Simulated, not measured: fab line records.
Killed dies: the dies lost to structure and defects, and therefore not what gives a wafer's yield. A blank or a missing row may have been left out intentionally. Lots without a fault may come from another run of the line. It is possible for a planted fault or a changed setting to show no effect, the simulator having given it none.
fab line records + flow n5Finfet
record:
- lots: 5
- wafers: 15
- lastDay: 20
route steps=1938 shown BEOL_M0_SAQP@682 BEOL_M4@1111 PASSIVATION@1936
lots that met no fault: from a run of the same line without faults
startH: the number of hours between the record's first day and the start of the first shown wafer of the lot + waitH: hours since the lot's step before + " unchanged from the row above + L1.1+2: a row that stands for several wafers + - no value, or no start given + * or withheld: withheld + < > ~ a bound
route shown NAME@n: a module of which the file shows steps, and the number in the route of the first + usual: mean and standard deviation over wafers with no fault + same: alike in all rows + chamber/n: place in a boat + sites: each site's reading + _std_site: the values' standard deviation + _edge_site: mean of outer sites minus mean of inner sites + radiusMm: for every site, how far away it sits from the centre of the wafer + mask NAME#n: copy n + behind: the tool/chamber that last shaped the wafer + hold: what put the lot on hold/how long, in hours/how the hold closed + device: transistor that didn't switch, given as n, p or np + end of line: the same wafers' tests at the end of the route + a step without rows: its recipe alone + killed: count of dies lost to structure and defects at first sort (not the wafer's yield) + map: the dies of a wafer, with x for killed, . for not killed, _ for no die there
set.NAME: the setting as run; set.NAME@STEP: as run at that earlier step + model.NAME: the simulator's own value behind a step, which no gauge read
lots at selected steps of the route; one table per step, one row per wafer
services: a tool's chamber out of use, with start hour (startH, from the record's first day; less than 0 if before it), hours out, and reason
== steps ==
step: N5_BEOL_M0_SAQP_COAT_87
recipe:
- resist: underlayer
- tempC: 205
- timeS: 60
- spinRpm: 1500
- resistThkNm: 5
step: N5_BEOL_M0_SAQP_COAT_34
recipe:
- resist: CAR-EUV
- spinRpm: 1500
- resistThkNm: 30
step: N5_BEOL_M0_SAQP_EBR_36
recipe:
- solvent: PGMEA
- ebrWidthMm: 1.5
step: N5_BEOL_M0_SAQP_SOFTBAKE_35
recipe:
- tempC: 110
- timeS: 60
- resist: CAR-EUV
step: N5_BEOL_M0_SAQP_EXPOSE_37
recipe:
- maskId: M0_CUT1
- na: 0.33
- sourceShape: annular
- sigmaInner: 0.35
- sigmaOuter: 0.8
- polarization: unpolarized
- targetCdNm: 30
- doseMj: 44.75
step: N5_BEOL_M0_SAQP_PEB_38
recipe:
- pebTempC: 100
- pebTimeS: 60
- resist: CAR-EUV
step: N5_BEOL_M0_SAQP_DEVELOP_39
recipe:
- developTimeS: 30
- developer: TMAH
- resist: CAR-EUV
- rinseLiquid: surfactantRinse
- dry: airSpin
- devTempC: 23
step: N5_BEOL_M0_SAQP_DESCUM_45
recipe:
- chemistry: O2
- timeS: 7
- sourcePowerW: 50
- biasPowerW: 20
- pressureMtorr: 20
- rfFrequencyHz: 2.712e+07
- tempC: 40
- resist: CAR-EUV
- o2FlowSccm: 225
step: N5_BEOL_M0_SAQP_ETCH_88
recipe:
- chemistry: N2/H2
- target: underlayer
- targetDepthA: 65
- timeS: 5.2
- ionEnergyEv: 200
- maskMaterial: CAR-EUV
- pressureMtorr: 30
- sourceW: 840
- biasW: 150
- n2FlowSccm: 200
- h2FlowSccm: 200
- ends: cleared
step: N5_BEOL_M0_SAQP_ETCH_73
recipe:
- chemistry: CF4
- target: SiARC
- targetDepthA: 195
- maskMaterial: CAR-EUV
- timeS: 32.5
- ionEnergyEv: 80
- pressureMtorr: 40
- sourceW: 545
- biasW: 36
- Ar_flow_sccm: 100
- cf4FlowSccm: 100
- ends: cleared
usual:
- biasW: 35.99/0.11
- cf4FlowSccm: 99.97/0.28
- drypumpMotorCurrentA: 5.6/0.44
- etchRfOnTimeS: 32.5/0.53
- oesProductAu: 0.69/0.081
- rfVppV: 184.1/1.3
- showerheadPlenumPTorr: 2.14/0.076
- throttleValvePct: 15.64/0.25
| lot.wafer | tool       | chamber | startH | waitH | biasW | cf4FlowSccm | drypumpMotorCurrentA | etchRfOnTimeS | oesProductAu | rfHoursCounterH | rfVppV | showerheadPlenumPTorr | throttleValvePct |
|-----------|------------|---------|--------|-------|-------|-------------|----------------------|---------------|--------------|-----------------|--------|-----------------------|------------------|
| L293.1    | rieDiel-03 | 2       | 127.60 | 0.0   | 36.07 | 100.00      | 5.3                  | 33.3          | 0.60         | 224             | 182.3  | 2.03                  | 15.83            |
| L293.3    | "          | 3       | "      | "     | 35.97 | 100.15      | 5.5                  | 32.9          | 0.85         | 0               | 185.8  | 2.28                  | 15.34            |
| L293.4    | "          | 0       | "      | "     | 35.83 | 99.73       | 4.8                  | 33.1          | 0.74         | 27              | 184.4  | 2.11                  | 15.37            |
| L310.4    | rieDiel-03 | 3       | 241.35 | 0.0   | -     | -           | -                    | -             | -            | -               | -      | -                     | -                |
| L310.5    | "          | 1       | "      | "     | -     | -           | -                    | -             | -            | -               | -      | -                     | -                |
| L310.6    | "          | 0       | "      | "     | -     | -           | -                    | -             | -            | -               | -      | -                     | -                |
| L311.1    | rieDiel-06 | 1       | 244.38 | 0.0   | -     | -           | -                    | -             | -            | -               | -      | -                     | -                |
| L311.2    | "          | 3       | "      | "     | -     | -           | -                    | -             | -            | -               | -      | -                     | -                |
| L311.3    | "          | 2       | "      | "     | -     | -           | -                    | -             | -            | -               | -      | -                     | -                |
| L312.1    | rieDiel-02 | 2       | 252.68 | 0.0   | -     | -           | -                    | -             | -            | -               | -      | -                     | -                |
| L312.4    | "          | 3       | "      | "     | -     | -           | -                    | -             | -            | -               | -      | -                     | -                |
| L312.5    | "          | 0       | "      | "     | -     | -           | -                    | -             | -            | -               | -      | -                     | -                |
| L313.3    | rieDiel-03 | 2       | 256.82 | 0.0   | 35.92 | 99.93       | 5.3                  | 32.5          | 0.82         | 6               | 186.8  | 2.27                  | 15.41            |
| L313.4    | "          | 0       | "      | "     | 35.91 | 100.52      | 4.8                  | 33.0          | 0.69         | 66              | 184.3  | 2.10                  | 15.47            |
| L313.6    | "          | 3       | "      | "     | 36.13 | 100.35      | 5.5                  | 32.6          | 0.75         | -               | 185.1  | 2.26                  | 15.41            |
step: N5_BEOL_M0_SAQP_CUT_ETCH_46
recipe:
- chemistry: N2/H2
- target: SOC
- targetDepthA: 1350
- overetchA: 270
- tempC: 40
- timeS: 202.5
- ionEnergyEv: 200
- maskMaterial: SiARC
- pressureMtorr: 30
- sourceW: 840
- biasW: 150
- n2FlowSccm: 200
- h2FlowSccm: 200
step: N5_BEOL_M4_RC_MEAS_101
usual:
- DIBL_N: 36.6/1.3
- DIBL_P: 36.4/1.4
- IOFF_N: 0.167/0.023
- IOFF_P: 0.219/0.029
- ION_N: 678/8.7
- ION_P: 464/6.4
- SS_N: 71.5/0.53
- SS_P: 73.4/0.57
- VT_N: 248.5/2.8
- VT_P: -249/3.1
| lot.wafer | tool      | chamber | startH | waitH | DIBL_N[mV/V] | DIBL_P[mV/V] | IOFF_N[nA/um] | IOFF_P[nA/um] | ION_N[uA/um] | ION_P[uA/um] | SS_N[mV/dec] | SS_P[mV/dec] | VT_N[mV] | VT_P[mV] |
|-----------|-----------|---------|--------|-------|--------------|--------------|---------------|---------------|--------------|--------------|--------------|--------------|----------|----------|
| L293.1    | prober-02 | 0       | 193.10 | 0.0   | 38.4         | 37.2         | 0.204         | 0.264         | 692          | 470          | 72.3         | 74.5         | 241.0    | -244     |
| L293.3    | "         | 0       | "      | "     | 37.4         | 36.8         | 0.190         | 0.254         | 682          | 469          | 72.0         | 73.6         | 247.6    | -245     |
| L293.4    | "         | 0       | "      | "     | 37.6         | 36.5         | 0.193         | 0.266         | 691          | 471          | 72.0         | 74.0         | 243.1    | -243     |
| L313.3    | prober-02 | 0       | 351.72 | 0.3   | 36.3         | 37.9         | 0.161         | 0.207         | 675          | 468          | 71.6         | 72.9         | 251.6    | -251     |
| L313.4    | "         | 0       | "      | "     | 34.9         | 35.4         | 0.138         | 0.168         | 667          | 456          | 71.0         | 71.8         | 251.8    | -255     |
| L313.6    | "         | 0       | "      | "     | 35.5         | 36.8         | 0.152         | 0.197         | 676          | 461          | 70.6         | 72.7         | 248.2    | -250     |
step: N5_PASSIVATION_PROBE_49
usual:
- defectLimitedYield: 91.6/1.6
- killed_at_M0_to_M3: 32/9.7
- killed_at_M4_up: 13/4.4
- killedAtContacts: 12/6.5
- killedAtFrontEnd: 38/12
- killedAtOther: 3.7/3
- killedDies: 99/18
- killedOnRim: 13/3.9
- killedOpen: 66/14
- killedShort: 32/7.5
- sort_bin_5_function: 4.9/1
- sort_bin_6_memory: 3.2/0.73
- sortNPass: 1081/18
- sortYieldPct: 91.6/1.6
same:
- grossDies: 1180
- killedAtBackSide: 0
- sort_bin_4_leakage[%]: 0
- sort_bin_8_speed[%]: 0
| lot.wafer | tool      | chamber | startH | waitH | defectLimitedYield[%] | killed_at_M0_to_M3 | killed_at_M4_up | killedAtContacts | killedAtFrontEnd | killedAtOther | killedDies | killedOnRim | killedOpen | killedShort | sort_bin_5_function[%] | sort_bin_6_memory[%] | sortNPass | sortYieldPct[%] |
|-----------|-----------|---------|--------|-------|-----------------------|--------------------|-----------------|------------------|------------------|---------------|------------|-------------|------------|-------------|------------------------|----------------------|-----------|-----------------|
| L310.4    | prober-02 | -       | 449.79 | 0.2   | 0                     | 1128               | 6               | 8                | 38               | 0             | 1180       | 152         | 45         | 20          | 98.0                   | 1.9                  | 0         | 0               |
| L310.5    | prober-02 | -       | 449.84 | 0.2   | 0                     | 1114               | 9               | 20               | 35               | 2             | 1180       | 152         | 55         | 28          | 97.0                   | 2.6                  | 0         | 0               |
| L310.6    | prober-02 | -       | 449.89 | 0.3   | 0                     | 1117               | 6               | 15               | 35               | 7             | 1180       | 152         | 56         | 24          | 97.1                   | 2.8                  | 0         | 0               |
| L311.1    | prober-02 | -       | 455.22 | 0.0   | 0                     | 1098               | 13              | 6                | 59               | 4             | 1180       | 152         | 65         | 38          | 96.4                   | 3.1                  | 0         | 0               |
| L311.2    | prober-02 | -       | 455.27 | 0.1   | 0                     | 1115               | 9               | 11               | 37               | 8             | 1180       | 152         | 67         | 29          | 96.3                   | 3.3                  | 0         | 0               |
| L311.3    | prober-02 | -       | 455.32 | 0.1   | 0                     | 1111               | 15              | 14               | 38               | 2             | 1180       | 152         | 64         | 30          | 96.8                   | 2.9                  | 0         | 0               |
| L312.1    | prober-01 | -       | 471.96 | 0.0   | 0                     | 1123               | 11              | 5                | 37               | 4             | 1180       | 152         | 61         | 34          | 96.2                   | 3.4                  | 0         | 0               |
| L312.4    | prober-01 | -       | 472.11 | 0.2   | 0                     | 1112               | 11              | 2                | 39               | 16            | 1180       | 152         | 51         | 31          | 97.7                   | 2.2                  | 0         | 0               |
| L312.5    | prober-01 | -       | 472.16 | 0.2   | 0                     | 1125               | 13              | 5                | 31               | 6             | 1180       | 152         | 55         | 35          | 97.3                   | 2.5                  | 0         | 0               |
killed by level:class
L310.4 BEOL_M0_SAQP:areaEtch=1114 FIN_SAQP:geometricParticle:open=8 MOL_CONTACT_COAG:geometricParticle:open=8 GATE_CUT:geometricParticle:short=6 DUMMY_GATE:geometricParticle:open=5 FIN_SAQP:geometricParticle:short=4 STI_FIN_REVEAL:geometricParticle:open=4 GATE_CUT:geometricParticle:open=4
L310.5 BEOL_M0_SAQP:areaEtch=1095 MOL_CONTACT_COAG:geometricParticle:open=17 DUMMY_GATE:geometricParticle:open=8 FIN_SAQP:geometricParticle:open=7 FIN_SAQP:geometricParticle:short=6 GATE_CUT:geometricParticle:short=4 BEOL_M0_SAQP:geometricParticle:open=4 MOL_CONTACT_COAG:geometricParticle:short=3
L310.6 BEOL_M0_SAQP:areaEtch=1099 MOL_CONTACT_COAG:geometricParticle:open=14 STI_FIN_REVEAL:geometricParticle:open=6 BEOL_M2:geometricParticle:open=6 FIN_SAQP:geometricParticle:short=5 BEOL_M1:geometricParticle:open=5 BEOL_M0:geometricParticle:open=4 DUMMY_GATE:geometricParticle:open=4
L311.1 BEOL_M0_SAQP:areaEtch=1076 STI_FIN_REVEAL:geometricParticle:open=15 DUMMY_GATE:geometricParticle:open=10 FIN_SAQP:geometricParticle:short=7 BEOL_M3:geometricParticle:open=7 GATE_CUT:geometricParticle:short=6 STARTING-WAFER:geometricParticle:short=6 MOL_CONTACT_COAG:geometricParticle:open=5
L311.2 BEOL_M0_SAQP:areaEtch=1084 MOL_CONTACT_COAG:geometricParticle:open=11 DUMMY_GATE:geometricParticle:open=9 BEOL_M3:geometricParticle:open=7 STI_FIN_REVEAL:geometricParticle:open=6 GATE_CUT:geometricParticle:short=5 BEOL_M2:geometricParticle:open=5 FIN_SAQP:geometricParticle:short=4
L311.3 BEOL_M0_SAQP:areaEtch=1085 FIN_SAQP:geometricParticle:open=8 MOL_CONTACT_COAG:geometricParticle:open=8 FIN_SAQP:geometricParticle:short=6 MOL_CONTACT_COAG:geometricParticle:short=6 BEOL_M0_SAQP:geometricParticle:open=6 BEOL_M1:geometricParticle:open=6 STI_FIN_REVEAL:geometricParticle:open=5
L312.1 BEOL_M0_SAQP:areaEtch=1084 BEOL_M3:geometricParticle:open=11 FIN_SAQP:geometricParticle:short=10 STI_FIN_REVEAL:geometricParticle:open=7 BEOL_M0_SAQP:geometricParticle:short=6 BEOL_M2:geometricParticle:open=6 FIN_SAQP:geometricParticle:open=4 BEOL_M1:geometricParticle:open=4
L312.4 BEOL_M0_SAQP:areaEtch=1092 FIN_SAQP:geometricParticle:open=8 BEOL_M3:geometricParticle:open=7 STI_FIN_REVEAL:geometricParticle:open=5 DUMMY_GATE:geometricParticle:open=5 PASS1_CAP:geometricParticle:open=5 FIN_SAQP:geometricParticle:short=4 BEOL_M1:geometricParticle:open=4
L312.5 BEOL_M0_SAQP:areaEtch=1088 BEOL_M2:geometricParticle:open=12 FIN_SAQP:geometricParticle:open=7 BEOL_M3:geometricParticle:open=7 STI_FIN_REVEAL:geometricParticle:open=7 BEOL_M4:geometricParticle:open=6 BEOL_M1:geometricParticle:short=5 FIN_SAQP:geometricParticle:short=4
map L310.4 (x killed, . not)
_________________xxxxxxxxxxxx________________
______________xxxxxxxxxxxxxxxxxx_____________
___________xxxxxxxxxxxxxxxxxxxxxxxx__________
__________xxxxxxxxxxxxxxxxxxxxxxxxxx_________
________xxxxxxxxxxxxxxxxxxxxxxxxxxxxxx_______
_______xxxxxxxxxxxxxxxxxxxxxxxxxxxxxxxx______
______xxxxxxxxxxxxxxxxxxxxxxxxxxxxxxxxxx_____
_____xxxxxxxxxxxxxxxxxxxxxxxxxxxxxxxxxxxx____
____xxxxxxxxxxxxxxxxxxxxxxxxxxxxxxxxxxxxxx___
___xxxxxxxxxxxxxxxxxxxxxxxxxxxxxxxxxxxxxxxx__
___xxxxxxxxxxxxxxxxxxxxxxxxxxxxxxxxxxxxxxxx__
__xxxxxxxxxxxxxxxxxxxxxxxxxxxxxxxxxxxxxxxxxx_
__xxxxxxxxxxxxxxxxxxxxxxxxxxxxxxxxxxxxxxxxxx_
_xxxxxxxxxxxxxxxxxxxxxxxxxxxxxxxxxxxxxxxxxxxx
_xxxxxxxxxxxxxxxxxxxxxxxxxxxxxxxxxxxxxxxxxxxx
_xxxxxxxxxxxxxxxxxxxxxxxxxxxxxxxxxxxxxxxxxxxx
_xxxxxxxxxxxxxxxxxxxxxxxxxxxxxxxxxxxxxxxxxxxx
_xxxxxxxxxxxxxxxxxxxxxxxxxxxxxxxxxxxxxxxxxxxx
_xxxxxxxxxxxxxxxxxxxxxxxxxxxxxxxxxxxxxxxxxxxx
_xxxxxxxxxxxxxxxxxxxxxxxxxxxxxxxxxxxxxxxxxxxx
_xxxxxxxxxxxxxxxxxxxxxxxxxxxxxxxxxxxxxxxxxxxx
__xxxxxxxxxxxxxxxxxxxxxxxxxxxxxxxxxxxxxxxxxx_
__xxxxxxxxxxxxxxxxxxxxxxxxxxxxxxxxxxxxxxxxxx_
___xxxxxxxxxxxxxxxxxxxxxxxxxxxxxxxxxxxxxxxx__
___xxxxxxxxxxxxxxxxxxxxxxxxxxxxxxxxxxxxxxxx__
____xxxxxxxxxxxxxxxxxxxxxxxxxxxxxxxxxxxxxx___
_____xxxxxxxxxxxxxxxxxxxxxxxxxxxxxxxxxxxx____
______xxxxxxxxxxxxxxxxxxxxxxxxxxxxxxxxxx_____
_______xxxxxxxxxxxxxxxxxxxxxxxxxxxxxxxx______
________xxxxxxxxxxxxxxxxxxxxxxxxxxxxxx_______
__________xxxxxxxxxxxxxxxxxxxxxxxxxx_________
___________xxxxxxxxxxxxxxxxxxxxxxxx__________
______________xxxxxxxxxxxxxxxxxx_____________
_________________xxxxxxxxxxxx________________
map L311.1 (x killed, . not)
_________________xxxxxxxxxxxx________________
______________xxxxxxxxxxxxxxxxxx_____________
___________xxxxxxxxxxxxxxxxxxxxxxxx__________
__________xxxxxxxxxxxxxxxxxxxxxxxxxx_________
________xxxxxxxxxxxxxxxxxxxxxxxxxxxxxx_______
_______xxxxxxxxxxxxxxxxxxxxxxxxxxxxxxxx______
______xxxxxxxxxxxxxxxxxxxxxxxxxxxxxxxxxx_____
_____xxxxxxxxxxxxxxxxxxxxxxxxxxxxxxxxxxxx____
____xxxxxxxxxxxxxxxxxxxxxxxxxxxxxxxxxxxxxx___
___xxxxxxxxxxxxxxxxxxxxxxxxxxxxxxxxxxxxxxxx__
___xxxxxxxxxxxxxxxxxxxxxxxxxxxxxxxxxxxxxxxx__
__xxxxxxxxxxxxxxxxxxxxxxxxxxxxxxxxxxxxxxxxxx_
__xxxxxxxxxxxxxxxxxxxxxxxxxxxxxxxxxxxxxxxxxx_
_xxxxxxxxxxxxxxxxxxxxxxxxxxxxxxxxxxxxxxxxxxxx
_xxxxxxxxxxxxxxxxxxxxxxxxxxxxxxxxxxxxxxxxxxxx
_xxxxxxxxxxxxxxxxxxxxxxxxxxxxxxxxxxxxxxxxxxxx
_xxxxxxxxxxxxxxxxxxxxxxxxxxxxxxxxxxxxxxxxxxxx
_xxxxxxxxxxxxxxxxxxxxxxxxxxxxxxxxxxxxxxxxxxxx
_xxxxxxxxxxxxxxxxxxxxxxxxxxxxxxxxxxxxxxxxxxxx
_xxxxxxxxxxxxxxxxxxxxxxxxxxxxxxxxxxxxxxxxxxxx
_xxxxxxxxxxxxxxxxxxxxxxxxxxxxxxxxxxxxxxxxxxxx
__xxxxxxxxxxxxxxxxxxxxxxxxxxxxxxxxxxxxxxxxxx_
__xxxxxxxxxxxxxxxxxxxxxxxxxxxxxxxxxxxxxxxxxx_
___xxxxxxxxxxxxxxxxxxxxxxxxxxxxxxxxxxxxxxxx__
___xxxxxxxxxxxxxxxxxxxxxxxxxxxxxxxxxxxxxxxx__
____xxxxxxxxxxxxxxxxxxxxxxxxxxxxxxxxxxxxxx___
_____xxxxxxxxxxxxxxxxxxxxxxxxxxxxxxxxxxxx____
______xxxxxxxxxxxxxxxxxxxxxxxxxxxxxxxxxx_____
_______xxxxxxxxxxxxxxxxxxxxxxxxxxxxxxxx______
________xxxxxxxxxxxxxxxxxxxxxxxxxxxxxx_______
__________xxxxxxxxxxxxxxxxxxxxxxxxxx_________
___________xxxxxxxxxxxxxxxxxxxxxxxx__________
______________xxxxxxxxxxxxxxxxxx_____________
_________________xxxxxxxxxxxx________________
== services ==
| tool       | chamber | startH | hours | kind                         |
|------------|---------|--------|-------|------------------------------|
| rieDiel-03 | 3       | 108.35 | -     | clean                        |
| rieDiel-03 | 3       | 108.35 | -     | consumableReplace:focusRing  |
| rieDiel-03 | 3       | 108.35 | -     | consumableReplace:showerhead |
| rieDiel-03 | 3       | 108.35 | 18.4  | scheduledDown                |
| rieDiel-03 | 3       | 108.35 | 18.4  | ventCycle                    |
| rieDiel-06 | 0       | 120.08 | -     | clean                        |
| rieDiel-06 | 0       | 120.08 | -     | consumableReplace:focusRing  |
| rieDiel-06 | 0       | 120.08 | 16.2  | scheduledDown                |
| rieDiel-06 | 0       | 120.08 | 16.2  | ventCycle                    |
| rieDiel-06 | 2       | 125.76 | 11.1  | repair                       |
| rieDiel-03 | 1       | 145.19 | 1.6   | repair                       |
| rieDiel-06 | -       | 158.33 | 2.8   | pm                           |
| rieDiel-06 | 2       | 163.27 | 9.2   | repair                       |
| rieDiel-03 | -       | 177.21 | 0.8   | repair                       |
| rieDiel-02 | 2       | 214.00 | 6.4   | repair                       |
| rieDiel-02 | 1       | 219.30 | 40.8  | repair                       |
| rieDiel-03 | 2       | 225.34 | -     | clean                        |
| rieDiel-03 | 2       | 225.34 | -     | consumableReplace:focusRing  |
| rieDiel-03 | 2       | 225.34 | -     | consumableReplace:showerhead |
| rieDiel-03 | 2       | 225.34 | 18.0  | scheduledDown                |
| rieDiel-03 | 2       | 225.34 | 18.0  | ventCycle                    |
| rieDiel-06 | 3       | 252.54 | 2.8   | repair                       |
== key ==
firstSign:
- step: N5_BEOL_M0_SAQP_ETCH_73
- reading: toolRecord
- direction: missing
effect:
- step: N5_PASSIVATION_PROBE_49
- reading: killed_at_M0_to_M3
- direction: up
- sigmas: 99+
- usual: 32
- struck: 1116
moreKillsBornAt:
- N5_BEOL_M0_SAQP_ETCH_73@rieDiel-03: 3308
- N5_BEOL_M0_SAQP_ETCH_73@rieDiel-02: 3264
- N5_BEOL_M0_SAQP_ETCH_73@rieDiel-06: 3245
metAt N5_BEOL_M0_SAQP_ETCH_73
struckWafers L310.4,L310.5,L310.6,L311.1,L311.2,L311.3,L312.1,L312.4,L312.5
laterRowsLeftOut L310.4,L310.5,L310.6,L311.1,L311.2,L311.3,L312.1,L312.4,L312.5
onsetBetween 127.60 241.35
fault:
- kind: skippedStepWhole
- tool: rieDiel-02,rieDiel-03,rieDiel-06
- chamber: -
- onsetH: 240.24
- steps: N5_BEOL_M0_SAQP_ETCH_73
- scope: struckLotsOnly
laterRowsLeftOut: the simulator's readings of these wafers behind a module that went badly wrong aren't trusted and aren't shown, but for the sort
